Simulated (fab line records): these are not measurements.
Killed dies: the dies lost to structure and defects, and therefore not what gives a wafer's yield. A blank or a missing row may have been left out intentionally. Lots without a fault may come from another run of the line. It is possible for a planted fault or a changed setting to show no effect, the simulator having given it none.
Chamber matching -- flow nand-harc -- rie-diel-13 running NHARC_P_M0_ETCH_34: 4 sister chambers
The step etches the open film in N2/H2, target depth 40 nm, overetch 12 nm, time 43.94 s. 4 wafers are shown with their chamber, then 8 later ones without.

WAFERS PAIRED WITH THEIR CHAMBERS
wafer,chamber,drypump-motor-current-A (A)
L198.6,3,5.2
L203.3,2,6.1
L203.5,1,6.1
L204.3,0,5.8

WAFERS WHOSE CHAMBER IS MISSING
wafer,drypump-motor-current-A (A)
L204.4,6.0
L204.5,6.1
L206.2,6.1
L206.5,6.1
L206.6,6.0
L207.1,5.2
L207.3,5.8
L207.6,6.1

EACH ONE'S CHAMBER
wafer,from the rows above,in truth
L204.4,can't be placed: 1 or 2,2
L204.5,can't be placed: 1 or 2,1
L206.2,can't be placed: 1 or 2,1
L206.5,can't be placed: 1 or 2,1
L206.6,can't be placed: 1 or 2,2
L207.1,3,3
L207.3,0,0
L207.6,can't be placed: 1 or 2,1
Correct placement for 2 of the 8. Cannot be placed on the basis of these rows: 6; the candidates contain the true chamber in 6. Wrongly placed: 0.
How it was worked out, from the rows above alone: a wafer's distance from a chamber is the root of the sum, over the readings, of the square of ((its reading less the chamber's mean) divided by the reading's scatter). If the next closest chamber is less than 2 further off than the closest, the wafer can't be placed; otherwise it belongs to the closest. Each chamber's mean is taken over the wafers shown for it. The scatter (one wafer shown for each chamber): square how far every hidden wafer sits from the nearest shown wafer, average those squares and take the square root.
